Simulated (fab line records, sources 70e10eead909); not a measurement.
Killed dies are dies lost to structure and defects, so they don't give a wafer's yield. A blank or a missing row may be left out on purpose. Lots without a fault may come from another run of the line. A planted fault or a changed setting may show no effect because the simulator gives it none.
Which tool did it? | flow nand_harc | 7 lots, 21 wafers sampled, at 2 steps of a route of 1159

WHAT THE GAUGES READ, wafer by wafer
NHARC_A_BONDPAD_OVL_MEAS_35.
lot  | measured     | on         | overlay_x_nm (nm)
L592 | day 18 03:32 | overlay-02 | -2 -2 -2
L589 | day 18 06:12 | overlay-01 | -1 -2 -2
L590 | day 19 05:56 | overlay-02 | 6 6 6
L602 | day 21 06:13 | overlay-01 | -11 -10 -10
L605 | day 22 00:09 | overlay-02 | 2 2 2
L609 | day 22 17:43 | overlay-01 | 7 7 7
L612 | day 23 15:40 | overlay-02 | -1 0 -1

WHICH TOOL RAN EACH LOT (tool, then ch and the chambers of the sampled wafers, then the start)
lot  | NHARC_A_CONTACT_ETCH_132
L592 | har_cap_etch-03 ch 0,1, day 17 03:10
L589 | har_cap_etch-03 ch 0,1, day 17 07:06
L590 | har_cap_etch-01 ch 0,1, day 17 20:11
L602 | har_cap_etch-02 ch 0,1, day 20 03:27
L605 | har_cap_etch-03 ch 0,1, day 20 20:37
L609 | har_cap_etch-01 ch 0,1, day 21 15:25
L612 | har_cap_etch-01 ch 1, day 22 07:32
- NHARC_A_CONTACT_ETCH_132: etches the open film in C4F8/O2/Ar, time 156 s, target depth 958 nm.

THE ANSWER, worked out from the rows above alone
Rule: what is usual is taken from the lots themselves. Put in order of their means at a reading, lots are off if they are a third of the lots or fewer, leave a main group of 4 or more, and stand apart from it by a gap of 3 or more times the standard deviation of the main group's means; of several such gaps the widest counts. A main group whose means are all the same, to the digits that the tables above print for the reading, isn't used. A lot without any number at a reading at which 4 lots or more have one is off too. The other lots that the step has rows for count as sound.
No lot is off at any reading shown: from this, nothing can be told.

WHAT THE SIMULATOR HAD PUT IN
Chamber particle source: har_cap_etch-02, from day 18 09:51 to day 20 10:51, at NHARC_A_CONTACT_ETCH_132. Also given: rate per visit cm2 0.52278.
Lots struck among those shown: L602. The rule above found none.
